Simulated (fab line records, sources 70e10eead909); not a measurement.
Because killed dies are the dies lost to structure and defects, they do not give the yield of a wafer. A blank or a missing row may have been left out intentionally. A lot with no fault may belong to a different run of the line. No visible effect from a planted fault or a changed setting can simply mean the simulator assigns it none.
fab line records + flow nandHarc
[record]
- lots = 5
- wafers = 15
- lastDay = 32
route steps=1302 shown A_M0@1162 A_M1@1169 END@1302
lots untouched by any fault: they come from a run of this same line in which no faults occurred
startH: the number of hours between the record's first day and the start of the first shown wafer of the lot + waitH: hours since the lot's step before + " repeats the value in the row above + L1.1+2: several wafers, shown together as one row + - either no value or no given start + * or withheld: withheld + < > ~ a bound
route shown NAME@n: a module of which the file shows steps, and the number in the route of the first + usual: mean and standard deviation over wafers with no fault + same: alike in all rows + chamber/n: place in a boat + sites: the reading at each site + _std_site: the standard deviation of these + _edge_site: mean of outer sites minus mean of inner sites + radiusMm: for every site, how far away it sits from the centre of the wafer + mask NAME#n: copy n + behind: the most recent tool/chamber to have shaped the wafer + hold: what put the lot on hold/how long, in hours/how the hold closed + device: transistor that didn't switch, given as n, p or np + end of line: the tests these same wafers got at the end of their route + a step given without rows: its recipe and nothing more + killed: dies lost to structure and defects at the first sort, not the wafer's yield + map: the dies of a wafer, with x for killed, . for not killed, _ for no die there
set.NAME: the run value of the setting; set.NAME@STEP: its run value at that earlier step + model.NAME: the simulator's own value behind a step, which no gauge read
lots at some steps of the route; a table a step, a row a wafer
services: a tool's chamber out of use, with start hour (startH, from the record's first day; less than 0 if before it), hours out, and reason
[[steps]]
[step NHARC_A_M0_CMP_23]
[recipe]
- tOverpolishS = 20
- targetThkNm = 113.75
[usual]
- motorCurrentA = 11.8/0.71
- timeToEndpointS = 28.8/2.1
[same]
- tOverpolishS = 20
| lot.wafer | tool   | chamber | startH | waitH | motorCurrentA | timeToEndpointS |
|-----------|--------|---------|--------|-------|---------------|-----------------|
| L894.1    | cmp-01 | 2       | 536.92 | -     | 12.2          | 26.9            |
| L894.3    | "      | 0       | "      | "     | 12.4          | 27.5            |
| L894.5    | "      | 3       | "      | "     | 11.9          | 26.0            |
| L900.3    | cmp-02 | 0       | 592.76 | -     | 11.6          | 31.2            |
| L900.5    | "      | 2       | "      | "     | 10.6          | 28.7            |
| L900.6    | "      | 3       | "      | "     | 12.3          | 31.2            |
| L909.1    | cmp-04 | 2       | 655.73 | -     | 12.0          | 26.8            |
| L909.2    | "      | 1       | "      | "     | 12.3          | 26.0            |
| L909.5    | "      | 3       | "      | "     | 11.9          | 28.7            |
| L913.3    | cmp-01 | 0       | 714.83 | -     | 12.0          | 28.6            |
| L913.1    | "      | 2       | "      | "     | 11.6          | 31.6            |
| L913.5    | "      | 3       | "      | "     | 12.2          | 26.8            |
| L915.3    | cmp-01 | 2       | 725.14 | -     | 12.2          | 25.8            |
| L915.2    | "      | 0       | "      | "     | 11.8          | 25.5            |
| L915.5    | "      | 2       | "      | "     | 12.6          | 26.8            |
[step NHARC_A_M0_THK_MEAS_24]
[recipe]
- thkMeasGauge = xrf
[usual]
- thkNm = 113.7/1.3
| lot.wafer | tool         | chamber | startH | waitH | thkNm |
|-----------|--------------|---------|--------|-------|-------|
| L894.1    | filmMetro-01 | -       | 537.23 | -     | 115.8 |
| L894.3    | "            | -       | "      | "     | 110.6 |
| L894.5    | "            | -       | "      | "     | 112.1 |
| L900.3    | filmMetro-01 | -       | 593.02 | -     | 113.4 |
| L900.5    | "            | -       | "      | "     | 114.7 |
| L900.6    | "            | -       | "      | "     | 113.4 |
| L909.1    | filmMetro-02 | -       | 656.04 | -     | 114.0 |
| L909.2    | "            | -       | "      | "     | 113.2 |
| L909.5    | "            | -       | "      | "     | 112.2 |
| L913.1    | filmMetro-02 | -       | 715.12 | -     | 111.9 |
| L913.3    | "            | -       | "      | "     | 112.8 |
| L913.5    | "            | -       | "      | "     | 112.6 |
| L915.2    | filmMetro-01 | -       | 725.43 | -     | 112.5 |
| L915.3    | "            | -       | "      | "     | 112.3 |
| L915.5    | "            | -       | "      | "     | 110.1 |
[step NHARC_A_M0_SRD_25]
[step NHARC_A_M0_INSPECT_27]
[usual]
- rawDefectCount = 546/120
| lot.wafer | tool             | chamber | startH | waitH | rawDefectCount |
|-----------|------------------|---------|--------|-------|----------------|
| L894.1    | defectInspect-02 | -       | 537.39 | 0.0   | 572            |
| L894.3    | "                | -       | "      | "     | 471            |
| L894.5    | "                | -       | "      | "     | 446            |
| L900.3    | defectInspect-02 | -       | 593.17 | 0.0   | 518            |
| L900.5    | "                | -       | "      | "     | 490            |
| L900.6    | "                | -       | "      | "     | 707            |
| L909.1    | defectInspect-01 | -       | 656.20 | 0.0   | 503            |
| L909.2    | "                | -       | "      | "     | 586            |
| L909.5    | "                | -       | "      | "     | 400            |
| L913.1    | defectInspect-01 | -       | 715.27 | 0.0   | 628            |
| L913.3    | "                | -       | "      | "     | 676            |
| L913.5    | "                | -       | "      | "     | 480            |
| L915.2    | defectInspect-01 | -       | 725.59 | 0.0   | 405            |
| L915.3    | "                | -       | "      | "     | 512            |
| L915.5    | "                | -       | "      | "     | 789            |
[step NHARC_A_M0_PRE_CLEAN_31]
[recipe]
- timeS = 12
- tempC = 370
- rfPowerW = 300
- gas = NH3
[usual]
- heaterPowerW = 630/64
| lot.wafer | tool     | chamber | startH | waitH | heaterPowerW |
|-----------|----------|---------|--------|-------|--------------|
| L894.3    | pecvd-02 | 2       | 537.46 | 0.1   | 646          |
| L894.1    | "        | 1       | "      | "     | 627          |
| L894.5    | "        | 2       | "      | "     | 668          |
| L900.3    | pecvd-03 | 1       | 593.26 | 0.1   | 654          |
| L900.6    | "        | 2       | "      | "     | 680          |
| L900.5    | "        | 1       | "      | "     | 674          |
| L909.1    | pecvd-03 | 0       | 656.27 | 0.1   | 550          |
| L909.2    | "        | 1       | "      | "     | 668          |
| L909.5    | "        | 0       | "      | "     | 554          |
| L913.1    | pecvd-02 | 1       | 715.36 | 0.1   | 634          |
| L913.3    | "        | 2       | "      | "     | 643          |
| L913.5    | "        | 1       | "      | "     | 648          |
| L915.3    | pecvd-02 | 2       | 725.65 | 0.1   | 586          |
| L915.2    | "        | 1       | "      | "     | 616          |
| L915.5    | "        | 1       | "      | "     | 624          |
[step NHARC_A_M0_DEP_32]
[recipe]
- targetThkA = 300
- tempC = 370
- targetThkNm = 30
- pressureTorr = 3
- flowSccm = 200
- rfW = 450
- material = SiCN
[usual]
- heaterPowerW = 581/64
- showerheadVppV = 1268/88
| lot.wafer | tool     | chamber | startH | waitH | heaterPowerW | showerheadVppV |
|-----------|----------|---------|--------|-------|--------------|----------------|
| L894.3    | pecvd-02 | 2       | 537.54 | 0.1   | 561          | 1208           |
| L894.1    | "        | 1       | "      | "     | 647          | 1290           |
| L894.5    | "        | 2       | "      | "     | 578          | 1195           |
| L900.3    | pecvd-03 | 1       | 593.40 | 0.1   | 608          | 1279           |
| L900.6    | "        | 2       | "      | "     | 660          | 1318           |
| L900.5    | "        | 1       | "      | "     | 620          | 1283           |
| L909.1    | pecvd-03 | 0       | 656.35 | 0.1   | 593          | 1181           |
| L909.2    | "        | 1       | "      | "     | 556          | 1288           |
| L909.5    | "        | 0       | "      | "     | 574          | 1192           |
| L913.1    | pecvd-02 | 1       | 715.47 | 0.1   | 613          | 1294           |
| L913.3    | "        | 2       | "      | "     | 639          | 1204           |
| L913.5    | "        | 1       | "      | "     | 617          | 1289           |
| L915.3    | pecvd-02 | 2       | 725.73 | 0.1   | 596          | 1178           |
| L915.2    | "        | 1       | "      | "     | 544          | 1283           |
| L915.5    | "        | 1       | "      | "     | 548          | 1308           |
[step NHARC_A_M1_DEP_00]
[recipe]
- targetThkA = 1825
- targetThkNm = 182.5
- tempC = withheld
- pressureTorr = 5
- flowSccm = 200
- rfW = 600
- material = SiOC
[step NHARC_A_M1_DEHYDRATE_01]
[recipe]
- tempC = 150
- timeS = 120
[step NHARC_A_M1_HMDS_02]
[recipe]
- timeS = 30
[step NHARC_A_M1_COAT_34]
[recipe]
- tempC = 200
- timeS = 65
[step NHARC_A_M1_COAT_03]
[recipe]
- spinRpm = 1500
- resistThkNm = 90
[step NHARC_A_M1_SOFTBAKE_04]
[recipe]
- tempC = 105
- timeS = 55
[usual]
- heaterPowerTotalW = 188.48/0.14
| lot.wafer | tool          | chamber | startH | waitH | heaterPowerTotalW |
|-----------|---------------|---------|--------|-------|-------------------|
| L894.1    | lithoTrack-04 | 0       | 538    | -     | 188.32            |
| L894.3    | "             | 0       | "      | "     | 188.77            |
| L894.5    | "             | 0       | "      | "     | 188.62            |
| L900.3    | lithoTrack-01 | 0       | 594    | -     | 193.12            |
| L900.5    | "             | 0       | "      | "     | 193.50            |
| L900.6    | "             | 0       | "      | "     | 188.45            |
| L909.1    | lithoTrack-06 | 0       | 657    | -     | 188.26            |
| L909.2    | "             | 0       | "      | "     | 188.29            |
| L909.5    | "             | 0       | "      | "     | 188.45            |
| L913.1    | lithoTrack-04 | 0       | 716    | -     | 188.37            |
| L913.3    | "             | 0       | "      | "     | 188.38            |
| L913.5    | "             | 0       | "      | "     | 188.56            |
| L915.2    | lithoTrack-01 | 0       | 726    | -     | 188.29            |
| L915.3    | "             | 0       | "      | "     | 188.43            |
| L915.5    | "             | 0       | "      | "     | 188.43            |
[step NHARC_A_M1_EBR_05]
[step NHARC_END_SORT_01]
[recipe]
- tempC = 25
[usual]
- defectLimitedYield = 91.1/2.8
- killedAtArray = 56/19
- killedAtOther = 1.0/1.5
- killedAtPeriphery = 3.4/2.4
- killedDies = 60/19
- killedOpen = 3.3/1.8
- killedShort = 2.4/1.7
- sort_bin_2_pct = 3.2/1.3
- sort_bin_3_pct = 0.7/0.39
- sort_bin_4_pct = 4.9/1.6
- sortNPass = 617/19
- sortRimYieldPct = 89/4.2
- sortYieldPct = 91.1/2.8
[same]
- grossDies = 677
- sort_bin_5_pct[%] = 0
- sort_bin_6_pct[%] = 0
- sort_bin_7_pct[%] = 0
- sort_bin_8_pct[%] = 0
- sortRimNGross = 106.00
| lot.wafer | tool      | chamber | startH | waitH | defectLimitedYield[%] | killedAtArray | killedAtOther | killedAtPeriphery | killedDies | killedOpen | killedShort | sort_bin_2_pct[%] | sort_bin_3_pct[%] | sort_bin_4_pct[%] | sortNPass | sortRimYieldPct[%] | sortYieldPct[%] |
|-----------|-----------|---------|--------|-------|-----------------------|---------------|---------------|-------------------|------------|------------|-------------|-------------------|-------------------|-------------------|-----------|--------------------|-----------------|
| L894.1    | prober-02 | 0       | 569.77 | 2.5   | 94.1                  | 36            | 1             | 3                 | 40         | 5          | 4           | 0.9               | 0.4               | 4.6               | 637       | 89                 | 94.1            |
| L894.3    | prober-02 | 0       | 571.41 | 3.1   | 95.0                  | 32            | 0             | 2                 | 34         | 0          | 7           | 2.1               | 0.3               | 2.7               | 643       | 89                 | 95.0            |
| L894.5    | prober-02 | 0       | 573.04 | 3.8   | 95.0                  | 31            | 0             | 3                 | 34         | 2          | 1           | 2.5               | 0                 | 2.5               | 643       | 92                 | 95.0            |
| L909.1    | prober-02 | 0       | 696.02 | 2.5   | 91.9                  | 54            | 1             | 0                 | 55         | 0          | 3           | 3.1               | 1.0               | 4.0               | 622       | 96                 | 91.9            |
| L909.2    | prober-02 | 0       | 696.81 | 2.8   | 93.4                  | 44            | 0             | 1                 | 45         | 3          | 1           | 1.6               | 0.6               | 4.4               | 632       | 96                 | 93.4            |
| L909.5    | prober-02 | 0       | 699.17 | 3.6   | 92.3                  | 52            | 0             | 0                 | 52         | 3          | 1           | 2.4               | 0.4               | 4.9               | 625       | 99                 | 92.3            |
| L915.2    | prober-01 | 0       | 770.12 | 2.8   | 93.9                  | 36            | 1             | 4                 | 41         | 2          | 3           | 2.2               | 0.6               | 3.2               | 636       | 92                 | 93.9            |
| L915.3    | prober-01 | 0       | 770.92 | 3.1   | 92.5                  | 46            | 0             | 5                 | 51         | 7          | 5           | 2.7               | 0.3               | 4.6               | 626       | 84                 | 92.5            |
| L915.5    | prober-01 | 0       | 772.52 | 3.7   | 93.9                  | 40            | 0             | 1                 | 41         | 6          | 2           | 2.2               | 0.6               | 3.2               | 636       | 90                 | 93.9            |
// killed by level:class
L894.1 A_SLIT:chamberFilmFlake=15 A_CHANNEL_HOLE_D2:chamberFilmFlake=4 A_ZERO_WELL:chamberFilmFlake=3 A_WL_FILL:geometricParticle:short=2 P_ZERO_WELL:chamberFilmFlake=2 A_CHANNEL_FILL_D1:chamberFilmFlake=2 A_SGD_CUT:chamberFilmFlake=2 P_CONTACT:geometricParticle:open=1
L894.3 A_SLIT:chamberFilmFlake=17 A_CHANNEL_HOLE_D2:chamberFilmFlake=3 A_WL_FILL:geometricParticle:short=2 A_CHANNEL_FILL_D1:chamberFilmFlake=2 A_ONON_D1:geometricParticle:short=1 A_CHANNEL_HOLE_D1:geometricParticle:short=1 A_DECK1_JOINT:geometricParticle:short=1 A_CHANNEL_HOLE_D2:geometricParticle:short=1
L894.5 A_SLIT:chamberFilmFlake=16 A_CHANNEL_HOLE_D2:chamberFilmFlake=9 P_GATE:geometricParticle:open=1 A_WL_FILL:geometricParticle:short=1 A_BLC:geometricParticle:open=1 P_ZERO_WELL:chamberFilmFlake=1 P_BONDPAD:chamberFilmFlake=1 A_ZERO_WELL:chamberFilmFlake=1
L909.1 A_CHANNEL_HOLE_D1:chamberFilmFlake=31 A_WL_FILL:chamberFilmFlake=7 A_CONTACT:chamberFilmFlake=6 A_SLIT:chamberFilmFlake=4 A_CHANNEL_FILL_D2:chamberFilmFlake=3 A_CHANNEL_HOLE_D2:geometricParticle:short=1 A_STAIRCASE:geometricParticle:short=1 STARTING-WAFER:geometricParticle:short=1
L909.2 A_CHANNEL_HOLE_D1:chamberFilmFlake=27 A_CONTACT:chamberFilmFlake=3 A_CHANNEL_FILL_D2:chamberFilmFlake=2 A_STAIRCASE:chamberFilmFlake=2 A_SLIT:chamberFilmFlake=2 A_WL_FILL:chamberFilmFlake=2 A_SOURCE_PLATE:geometricParticle:open=1 A_CHANNEL_FILL_D2:geometricParticle:open=1
L909.5 A_CHANNEL_HOLE_D1:chamberFilmFlake=39 A_WL_FILL:chamberFilmFlake=3 A_CHANNEL_FILL_D2:chamberFilmFlake=2 A_STAIRCASE:chamberFilmFlake=2 A_CONTACT:chamberFilmFlake=2 A_SOURCE_PLATE:geometricParticle:open=1 A_ONON_D2:geometricParticle:open=1 A_ONON_D2:geometricParticle:short=1
L915.2 A_SLIT:chamberFilmFlake=16 A_CHANNEL_HOLE_D1:chamberFilmFlake=11 A_CONTACT:chamberFilmFlake=4 P_ZERO_WELL:chamberFilmFlake=2 P_GATE:chamberFilmFlake=2 A_WL_FILL:geometricParticle:short=1 A_CONTACT:geometricParticle:open=1 A_M0:geometricParticle:open=1
L915.3 A_SLIT:chamberFilmFlake=19 A_CHANNEL_HOLE_D1:chamberFilmFlake=12 A_CONTACT:chamberFilmFlake=6 P_M0:geometricParticle:open=2 A_ONON_D1:geometricParticle:short=2 P_GATE:geometricParticle:short=1 P_CONTACT:geometricParticle:short=1 P_CONTACT:geometricParticle:open=1
L915.5 A_SLIT:chamberFilmFlake=21 A_CONTACT:chamberFilmFlake=6 A_WL_FILL:geometricParticle:open=2 A_CHANNEL_HOLE_D1:chamberFilmFlake=2 A_ONON_D1:geometricParticle:open=1 A_CHANNEL_HOLE_D1:geometricParticle:short=1 A_CHANNEL_FILL_D1:geometricParticle:open=1 A_WL_FILL:geometricParticle:short=1
[[services]]
| tool          | chamber | startH | hours | kind   |
|---------------|---------|--------|-------|--------|
| cmp-02        | -       | 518.61 | 2.6   | repair |
| cmp-02        | -       | 526.50 | 4.0   | pm     |
| lithoTrack-06 | -       | 529.00 | 7.0   | pm     |
| cmp-02        | -       | 545.97 | 0.3   | repair |
| pecvd-03      | -       | 547.33 | 13.0  | pm     |
| cmp-04        | -       | 550.98 | 0.8   | repair |
| lithoTrack-04 | -       | 553.00 | 7.0   | pm     |
| cmp-01        | -       | 557.29 | 2.6   | repair |
| cmp-02        | -       | 577.09 | 0.7   | repair |
| cmp-01        | -       | 580.54 | 4.0   | pm     |
| cmp-04        | -       | 581.27 | 1.5   | repair |
| pecvd-02      | -       | 589.48 | 13.0  | pm     |
| cmp-01        | -       | 590.52 | 0.7   | repair |
| cmp-04        | -       | 601.00 | 4.0   | pm     |
| cmp-02        | -       | 624.65 | 4.0   | pm     |
| cmp-04        | -       | 672.55 | 1.0   | repair |
| pecvd-02      | -       | 676.74 | 2.2   | repair |
| cmp-01        | -       | 678.54 | 4.0   | pm     |
| lithoTrack-01 | -       | 680.00 | 7.0   | pm     |
| cmp-02        | -       | 684.42 | 2.1   | repair |
| pecvd-03      | 0       | 688.86 | 5.1   | repair |
| cmp-01        | -       | 688.90 | 0.3   | repair |
| cmp-02        | -       | 692.19 | 2.0   | repair |
| pecvd-03      | 0       | 700.78 | 5.7   | repair |
[[key]]
[firstSign]
- step = NHARC_A_M1_SOFTBAKE_04
- reading = heaterPowerTotalW
- direction = up
- sigmas = 34
- usual = *
- struck = *
effect none on later readings
metAt NHARC_A_M1_SOFTBAKE_04
struckWafers L900.3,L900.5
[fault]
- kind = processParameterDrift
- tool = lithoTrack-01
- chamber = -
- onsetH = 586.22
- steps = NHARC_A_M1_SOFTBAKE_04
- channel = timeS
- offset = *
- shape = step
- endH = 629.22
- scope = struckWafersOnly
- actsIn = *
- stated = *
